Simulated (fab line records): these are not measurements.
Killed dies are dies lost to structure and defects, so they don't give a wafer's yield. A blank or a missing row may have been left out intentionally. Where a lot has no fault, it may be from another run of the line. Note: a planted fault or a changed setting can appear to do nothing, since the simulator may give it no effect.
fab line records	flow nand-harc
[record] lots = 13	wafers = 39	last-day = 24
route steps=1159 shown A_SGD_CUT@765 A_SLIT@779 END@1159
lots untouched by any fault: they come from a run of this same line in which no faults occurred
start-h: hours from the record's first day to the start of the lot's first wafer shown	wait-h: time in hours since the lot's previous step	" the same as in the row above	L1.1+2: a row that stands for several wafers	- no value, or no start was given	* or withheld: withheld	< > ~ a bound
route shown NAME@n: NAME is a module with steps in the file, n the number in the route of the first one	usual: mean/standard deviation of fault-free wafers	same: alike in all rows	chamber/n: place in a boat	sites: each site's reading	_std_site: standard deviation across them	_edge_site: outer sites' mean less inner sites'	radius-mm: for every site, how far away it sits from the centre of the wafer	mask NAME#n: copy n	behind: the last tool/chamber to shape the wafer	hold: why the lot went on hold/how many hours it stayed there/how the hold came to an end	device: whichever transistor did not switch (one of n, p or np)	end of line: the same wafers' tests at the end of the route	where a step has no rows: the recipe by itself	killed: count of dies lost to structure and defects at first sort (not the wafer's yield)	map: shows each die of a wafer: x if killed, . if not, _ if none is there
set.NAME: the setting as run; set.NAME@STEP: as run at that earlier step	model.NAME: the simulator's own value behind a step, which no gauge read
one table for each step of the route and one row for each wafer, over a sample of lots
services: the hour from which a tool's chamber was out of use, counted from the record's first day as start-h (under 0 if before that day), plus the number of hours and why
[[steps]]
[step NHARC_A_SGD_CUT_ETCH_16]
[recipe] target-depth-a = 3105	time-s = 155.2	c4f8-flow-sccm = withheld	o2-flow-sccm = 8	ar-flow-sccm = withheld	rf-w = 600	bias-w = 800	chemistry = C4F8/O2/Ar
[usual] oes-product-au = 0.976/0.014	rf-vpp-V = 721/4.4
lot.wafer	tool	chamber	start-h	wait-h	oes-product-au	rf-hours-counter-h	rf-vpp-V
L130.3	rie-diel-13	1	-	-	0.979	2	721
L130.4	"	3	"	"	0.972	2	720
L130.6	"	1	"	"	0.990	-	720
L129.4	rie-diel-03	0	-	-	0.974	6	727
L129.1	"	3	"	"	0.972	6	722
L129.6	"	0	"	"	0.989	-	727
L132.4	rie-diel-13	1	-	-	0.981	3	720
L132.3	"	2	"	"	0.973	4	717
L132.1	"	3	"	"	0.969	3	720
L131.3	rie-diel-03	2	-	-	0.966	6	726
L131.6	"	0	"	"	0.984	-	727
L131.5	"	1	"	"	0.986	-	717
L134.1	rie-diel-03	3	-	-	0.976	8	721
L134.5	"	1	"	"	0.977	-	716
L134.6	"	3	"	"	0.980	-	721
L133.4	rie-diel-13	2	-	-	0.988	6	719
L133.5	"	0	"	"	0.974	-	726
L133.6	"	1	"	"	0.984	-	718
L137.1	rie-diel-03	0	-	-	0.973	9	727
L137.5	"	1	"	"	0.969	-	716
L137.4	"	0	"	"	0.976	-	728
L142.4	rie-diel-03	0	-	-	0.966	11	727
L142.2	"	2	"	"	0.985	10	725
L142.1	"	3	"	"	0.982	11	721
L141.2	rie-diel-03	1	-	-	0.975	11	718
L141.6	"	1	"	"	0.970	-	716
L141.5	"	2	"	"	0.963	-	726
L146.3	rie-diel-13	1	-	-	0.942	12	717
L146.5	"	1	"	"	0.945	-	718
L146.6	"	2	"	"	0.941	-	718
L148.1	rie-diel-02	3	-	-	0.961	10	716
L148.4	"	2	"	"	0.968	11	717
L148.6	"	0	"	"	0.969	-	729
L149.1	rie-diel-03	3	-	-	0.979	2	721
L149.2	"	0	"	"	1.004	3	728
L149.5	"	3	"	"	0.980	-	720
L150.3	rie-diel-02	0	-	-	0.990	10	730
L150.6	"	3	"	"	0.973	-	716
L150.5	"	0	"	"	0.992	-	730
[step NHARC_A_SGD_CUT_CMP_21]
[recipe] target-thk-nm = 148.19
[usual] motor-current-A = 11.8/1.2	pad-life-wafers = 334/200	time-to-endpoint-s = 52/3.7
lot.wafer	tool	chamber	start-h	wait-h	motor-current-A	pad-life-wafers	time-to-endpoint-s
L129.1	cmp-01	1	311.54	0.4	12.8	192	46
L129.4	"	2	"	"	9.5	193	52
L129.6	"	1	"	"	12.8	-	49
L130.4	cmp-04	2	311.57	0.4	11.0	32	56
L130.3	"	3	"	"	13.1	33	51
L130.6	"	1	"	"	11.7	-	48
L132.1	cmp-04	3	323.70	0.4	12.2	108	50
L132.4	"	0	"	"	10.6	109	47
L132.3	"	2	"	"	11.3	111	51
L131.3	cmp-02	3	323.77	0.4	11.5	542	47
L131.5	"	1	"	"	10.1	-	51
L131.6	"	2	"	"	12.4	-	53
L134.1	cmp-01	2	346.86	0.4	9.6	384	51
L134.5	"	2	"	"	9.4	-	51
L134.6	"	3	"	"	11.4	-	55
L133.4	cmp-04	2	346.86	0.4	11.3	234	54
L133.5	"	2	"	"	11.0	-	52
L133.6	"	3	"	"	13.1	-	49
L137.1	cmp-01	3	362.09	0.7	11.3	570	58
L137.4	"	2	"	"	8.9	573	53
L137.5	"	3	"	"	11.6	-	59
L142.1	cmp-01	0	391.07	0.4	13.3	85	56
L142.2	"	1	"	"	13.2	86	47
L142.4	"	2	"	"	9.8	87	56
L141.2	cmp-04	3	391.27	0.6	13.0	573	54
L141.6	"	0	"	"	10.4	-	53
L141.5	"	1	"	"	11.0	-	51
L146.3	cmp-04	2	413.90	0.5	10.6	69	51
L146.5	"	3	"	"	11.8	-	47
L146.6	"	0	"	"	11.4	-	46
L148.1	cmp-04	0	442.79	0.4	10.9	182	53
L148.4	"	1	"	"	11.8	183	49
L148.6	"	2	"	"	11.5	-	54
L149.1	cmp-04	3	442.89	0.5	13.2	186	53
L149.2	"	1	"	"	10.9	188	48
L149.5	"	3	"	"	12.9	-	52
L150.3	cmp-01	0	448.00	0.4	12.7	439	50
L150.6	"	3	"	"	11.8	-	56
L150.5	"	0	"	"	13.1	-	53
[step NHARC_A_SLIT_DEP_25]
[recipe] target-thk-a = 2000	temp-c = 400	pressure-torr = 6.5	rf-w = 900	teos-flow-sccm = 161.4	flow-sccm = 2650	target-thk-nm = 200	gas = O2	material = SiO2
[usual] heater-power-w = 531/82	mfc-precursor-sccm = 161.5/0.53	rf-fwd-power-W = 897/3	throttle-valve-pct = 15.8/0.43
lot.wafer	tool	chamber	start-h	wait-h	heater-power-w	mfc-precursor-sccm	rf-fwd-power-W	throttle-valve-pct
L130.3	pecvd-04	2	312.34	0.1	567	161.4	896	16.2
L130.6	"	0	"	"	704	162.6	896	15.2
L130.4	"	1	"	"	678	162.0	896	15.0
L129.1	pecvd-02	1	312.58	0.3	454	161.7	899	16.1
L129.4	"	0	"	"	441	160.6	895	16.7
L129.6	"	1	"	"	458	160.9	895	16.0
L132.1	pecvd-03	1	324.65	0.2	544	161.7	901	15.9
L132.3	"	2	"	"	416	161.9	899	15.4
L132.4	"	2	"	"	430	161.6	895	15.5
L131.3	pecvd-02	0	324.76	0.2	487	161.2	900	16.9
L131.6	"	1	"	"	483	161.8	899	16.1
L131.5	"	0	"	"	492	160.9	900	16.7
L134.1	pecvd-02	0	347.72	0.1	497	161.9	897	16.3
L134.5	"	1	"	"	527	161.3	895	16.0
L134.6	"	0	"	"	378	162.2	900	16.1
L133.4	pecvd-03	2	347.77	0.2	528	162.3	896	15.5
L133.6	"	0	"	"	457	161.4	901	15.5
L133.5	"	1	"	"	646	161.7	892	16.1
L137.1	pecvd-02	2	363.09	0.3	562	161.1	904	15.3
L137.4	"	2	"	"	558	161.8	903	15.0
L137.5	"	0	"	"	440	161.8	895	16.4
L142.1	pecvd-03	0	391.87	0.1	514	162.1	751	15.3
L142.2	"	1	"	"	762	161.0	760	16.1
L142.4	"	2	"	"	529	160.7	755	15.5
L141.2	pecvd-03	0	392.11	0.2	608	161.5	753	15.3
L141.6	"	2	"	"	531	161.6	752	15.9
L141.5	"	1	"	"	592	161.1	751	15.8
L146.3	pecvd-02	1	414.69	0.1	485	161.1	893	16.2
L146.6	"	0	"	"	356	160.5	892	16.4
L146.5	"	1	"	"	490	160.5	892	16.3
L148.1	pecvd-02	2	443.60	0.1	550	160.5	903	15.7
L148.6	"	0	"	"	495	161.2	899	16.6
L148.4	"	1	"	"	526	162.3	898	16.3
L149.2	pecvd-04	2	443.83	0.2	464	161.6	902	15.6
L149.1	"	1	"	"	552	162.1	890	15.5
L149.5	"	2	"	"	485	161.7	900	15.7
L150.3	pecvd-04	0	448.83	0.1	661	160.9	897	15.1
L150.6	"	2	"	"	535	161.6	896	15.6
L150.5	"	0	"	"	678	161.3	901	15.3
[step NHARC_A_SLIT_DEP_23]
[recipe] target-thk-a = 1000	target-thk-nm = 100	temp-c = 400	pressure-torr = 3.5	flow-sccm = 200	rf-w = 350	material = SiON
[usual] heater-power-w = 738/83	rf-fwd-power-W = 348.3/1.3
lot.wafer	tool	chamber	start-h	wait-h	heater-power-w	rf-fwd-power-W
L130.3	pecvd-03	2	314.65	1.0	633	349.2
L130.6	"	2	"	"	635	349.9
L130.4	"	1	"	"	888	348.1
L129.1	pecvd-04	2	315.35	1.6	667	349.3
L129.4	"	2	"	"	685	348.7
L129.6	"	1	"	"	803	349.7
L132.3	pecvd-03	0	326.98	1.0	700	350.4
L132.1	"	1	"	"	879	348.4
L132.4	"	2	"	"	682	348.8
L131.3	pecvd-03	1	328.43	1.0	856	349.1
L131.6	"	1	"	"	878	350.7
L131.5	"	0	"	"	709	349.4
L133.4	pecvd-02	0	350.04	0.8	652	350.0
L133.5	"	0	"	"	660	348.8
L133.6	"	1	"	"	702	347.1
L134.1	pecvd-02	1	350.22	1.7	727	346.1
L134.5	"	1	"	"	730	346.3
L134.6	"	0	"	"	651	347.8
L137.1	pecvd-03	1	369.24	1.8	848	347.8
L137.5	"	2	"	"	707	348.6
L137.4	"	1	"	"	872	346.6
L142.2	pecvd-03	1	394.17	1.3	882	349.7
L142.1	"	0	"	"	754	349.4
L142.4	"	1	"	"	893	349.9
L141.2	pecvd-03	1	394.79	1.4	852	349.4
L141.5	"	0	"	"	669	348.2
L141.6	"	2	"	"	641	348.4
L146.3	pecvd-04	0	420.62	1.0	830	347.2
L146.6	"	2	"	"	749	345.3
L146.5	"	0	"	"	836	346.6
L148.1	pecvd-04	1	445.92	1.7	713	348.1
L148.6	"	0	"	"	813	350.4
L148.4	"	1	"	"	742	348.9
L149.1	pecvd-02	1	447.83	1.7	700	348.0
L149.2	"	0	"	"	582	347.9
L149.5	"	0	"	"	585	349.9
L150.3	pecvd-04	2	451.76	1.0	786	347.8
L150.6	"	1	"	"	866	349.7
L150.5	"	2	"	"	785	347.1
[step NHARC_END_SORT_01]
[recipe] temp-c = 25
[usual] killed-at-array = 29/13	killed-at-other = 0.7/1	killed-at-periphery = 3.2/2.3	killed-dies = 33/13	killed-open = 3.3/1.7	killed-short = 2.0/1.5
[same] gross-dies = 677
lot.wafer	tool	chamber	start-h	wait-h	killed-at-array	killed-at-other	killed-at-periphery	killed-dies	killed-open	killed-short
L142.1	prober-02	0	513.43	2.5	19	0	2	21	1	4
L142.2	prober-02	0	514.22	2.8	18	0	5	23	2	2
L142.4	prober-02	0	515.81	3.4	15	0	3	18	5	2
// killed by level:class
L142.1 A_CHANNEL_HOLE_D1:chamber-film-flake=7 A_CONTACT:chamber-film-flake=3 P_M0:geometric-particle:short=2 A_CHANNEL_FILL_D1:geometric-particle:short=2 A_CHANNEL_FILL_D1:chamber-film-flake=2 A_WL_FILL:chamber-film-flake=2 A_CONTACT:geometric-particle:open=1 A_BLC:chamber-film-flake=1
L142.2 A_CHANNEL_HOLE_D1:chamber-film-flake=7 P_STI:chamber-film-flake=4 A_BLC:chamber-film-flake=3 A_ONON_D1:geometric-particle:short=2 A_CONTACT:chamber-film-flake=2 P_M0:geometric-particle:open=1 A_CONTACT:geometric-particle:open=1 A_ZERO_WELL:chamber-film-flake=1
L142.4 A_BLC:chamber-film-flake=3 A_CHANNEL_HOLE_D1:chamber-film-flake=2 A_BONDPAD:chamber-film-flake=2 P_CONTACT:geometric-particle:short=1 P_CONTACT:geometric-particle:open=1 P_M0:geometric-particle:open=1 A_ONON_D1:geometric-particle:open=1 A_ONON_D1:geometric-particle:short=1
[[services]]
tool	chamber	start-h	hours	kind
pecvd-03	-	292.26	13.0	pm
cmp-01	-	296.99	1.3	repair
cmp-04	-	301.21	4.0	pm
rie-diel-13	1	302.62	2.0	repair
cmp-01	-	305.39	2.3	repair
cmp-04	-	306.33	0.4	repair
cmp-01	-	321.40	0.8	repair
pecvd-02	-	334.00	13.0	pm
rie-diel-03	2	334.36	13.8	repair
cmp-04	-	335.23	1.3	repair
rie-diel-03	3	355.05	4.6	repair
cmp-04	-	361.03	1.7	repair
cmp-04	-	372.68	1.2	repair
cmp-01	-	375.50	4.0	pm
pecvd-04	-	376.00	13.0	pm
cmp-04	-	379.88	1.7	repair
rie-diel-03	-	392.30	9.0	pm
cmp-04	-	399.21	4.0	pm
rie-diel-03	-	408.10	0.9	repair
rie-diel-13	1	414.47	6.7	repair
rie-diel-13	0	422.73	16.6	repair
cmp-01	-	442.34	1.6	repair
rie-diel-03	2	443.81	3.2	repair
pecvd-02	2	446.75	8.0	repair
[[key]]
[first-sign] step = NHARC_A_SLIT_DEP_25	reading = rf-fwd-power-W	direction = down	sigmas = 47	usual = *	struck = *
effect none on later readings
met-at NHARC_A_SLIT_DEP_25
struck-lots L141,L142
tester-left-out L141,L142
not-acting-at NHARC_A_SGD_CUT_ETCH_16,NHARC_A_SGD_CUT_CMP_21,NHARC_A_SLIT_DEP_23
onset-between 347.77 391.87
[fault] kind = process-parameter-drift	tool = pecvd-03	chamber = -	onset-h = 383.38	steps = NHARC_A_SLIT_DEP_25	channel = rf-w	offset = *	shape = step	end-h = 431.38	acts-in = *	stated = *
// tester-left-out: of these lots the tester's yield and bins aren't shown, on N5 and GAA mostly nor the transistor test; their killed dies are dies lost to structure and defects alone, not to doping, threshold or leakage, so they don't give the yield
